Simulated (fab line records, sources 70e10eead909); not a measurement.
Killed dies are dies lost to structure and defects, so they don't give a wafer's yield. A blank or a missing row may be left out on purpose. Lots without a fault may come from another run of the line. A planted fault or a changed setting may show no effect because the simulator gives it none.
Chamber matching | flow nand_harc | NHARC_P_M1_DESCUM_14 on rie_diel-03: 4 sister chambers
The step chemistry O2, time 3 s. 42 wafers are shown with their chamber, then 12 later ones without.

WAFERS WITH THEIR CHAMBER
wafer  | chamber | showerhead_plenum_p_Torr (Torr) | drypump_motor_current_A (A) | oes_product_au (a.u.)
L076.2 | 0       | 1.83                            | 5.1                         | 1.002
L076.4 | 2       | 2.03                            | 5.9                         | 1.016
L076.5 | 1       | 1.81                            | 6.0                         | 1.009
L077.1 | 0       | 1.83                            | 5.1                         | 0.992
L077.2 | 2       | 2.03                            | 5.9                         | 1.014
L077.3 | 1       | 1.81                            | 6.1                         | 1.019
L079.1 | 1       | 1.81                            | 6.1                         | 1.007
L079.4 | 3       | 2.05                            | 6.1                         | 1.001
L079.6 | 2       | 2.03                            | 5.9                         | 1.017
L080.2 | 2       | 2.03                            | 5.9                         | 1.016
L080.3 | 1       | 1.81                            | 6.1                         | 1.012
L080.6 | 0       | 1.82                            | 5.1                         | 1.008
L080.1 | 0       | 1.83                            | 5.1                         | 1.000
L080.4 | 2       | 2.03                            | 5.9                         | 1.020
L080.5 | 1       | 1.81                            | 6.1                         | 1.017
L082.4 | 0       | 1.82                            | 5.1                         | 0.995
L082.5 | 0       | 1.82                            | 5.1                         | 0.997
L082.6 | 1       | 1.81                            | 6.1                         | 1.022
L083.3 | 3       | 2.05                            | 6.1                         | 0.981
L083.5 | 3       | 2.05                            | 6.1                         | 0.998
L083.6 | 2       | 2.03                            | 5.9                         | 1.019
L084.3 | 3       | 2.05                            | 6.1                         | 0.995
L084.4 | 1       | 1.81                            | 6.1                         | 1.006
L084.6 | 0       | 1.82                            | 5.1                         | 1.003
L085.1 | 3       | 2.05                            | 6.1                         | 0.989
L085.5 | 2       | 2.03                            | 5.9                         | 1.015
L085.6 | 3       | 2.05                            | 6.1                         | 0.994
L085.2 | 1       | 1.81                            | 6.1                         | 1.003
L085.3 | 2       | 2.03                            | 5.9                         | 1.011
L085.4 | 1       | 1.81                            | 6.1                         | 1.005
L086.1 | 2       | 2.03                            | 5.9                         | 1.008
L086.4 | 0       | 1.82                            | 5.1                         | 1.005
L086.5 | 2       | 2.03                            | 5.9                         | 1.017
L087.2 | 1       | 1.81                            | 6.1                         | 1.020
L087.3 | 3       | 2.05                            | 6.1                         | 0.982
L087.5 | 2       | 2.03                            | 5.9                         | 1.014
L088.1 | 0       | 1.82                            | 5.1                         | 1.008
L088.3 | 3       | 2.05                            | 6.1                         | 0.984
L088.4 | 1       | 1.81                            | 6.1                         | 1.012
L088.2 | 2       | 2.03                            | 5.9                         | 1.022
L088.5 | 3       | 2.05                            | 6.1                         | 0.987
L088.6 | 0       | 1.82                            | 5.1                         | 1.005

SIGNATURES (means of the wafers above)
reading                  | chamber 0 | chamber 1 | chamber 2 | chamber 3 | scatter within a chamber
showerhead_plenum_p_Torr | 1.8230    | 1.8100    | 2.0300    | 2.0500    | 0.00235
drypump_motor_current_A  | 5.100     | 6.091     | 5.900     | 6.100     | 0.0155
oes_product_au           | 1.00150   | 1.01200   | 1.01575   | 0.99011   | 0.00581
Rule: a wafer's distance from a chamber is the root of the sum, over the readings, of the square of ((its reading less the chamber's mean) divided by the reading's scatter). The wafer belongs to the nearest chamber; if the next one is less than 2 further off, it can't be placed. The scatter: the root of (the sum of the squares of (reading less its chamber's mean) over the shown wafers, divided by (wafers less chambers)).

WAFERS WITHOUT THEIR CHAMBER
wafer  | showerhead_plenum_p_Torr (Torr) | drypump_motor_current_A (A) | oes_product_au (a.u.)
L090.2 | 1.81                            | 6.1                         | 1.013
L090.4 | 2.03                            | 5.9                         | 1.004
L090.5 | 1.81                            | 6.1                         | 1.023
L091.1 | 1.81                            | 6.1                         | 1.014
L091.3 | 1.82                            | 5.1                         | 1.000
L091.4 | 2.05                            | 6.2                         | 1.002
L092.1 | 2.05                            | 6.1                         | 1.011
L092.4 | 1.81                            | 6.1                         | 1.019
L092.6 | 2.05                            | 6.1                         | 1.003
L094.3 | 2.05                            | 6.1                         | 1.002
L094.4 | 2.03                            | 5.9                         | 1.007
L094.5 | 2.03                            | 5.9                         | 1.004

WHICH CHAMBER EACH WENT THROUGH
wafer  | from the rows above | in truth
L090.2 | 1                   | 1
L090.4 | 2                   | 2
L090.5 | 1                   | 1
L091.1 | 1                   | 1
L091.3 | 0                   | 0
L091.4 | 3                   | 3
L092.1 | 3                   | 3
L092.4 | 1                   | 1
L092.6 | 3                   | 3
L094.3 | 3                   | 3
L094.4 | 2                   | 2
L094.5 | 2                   | 2
Placed correctly: 12 of 12. Can't be placed from these rows: 0. Placed wrongly: 0.
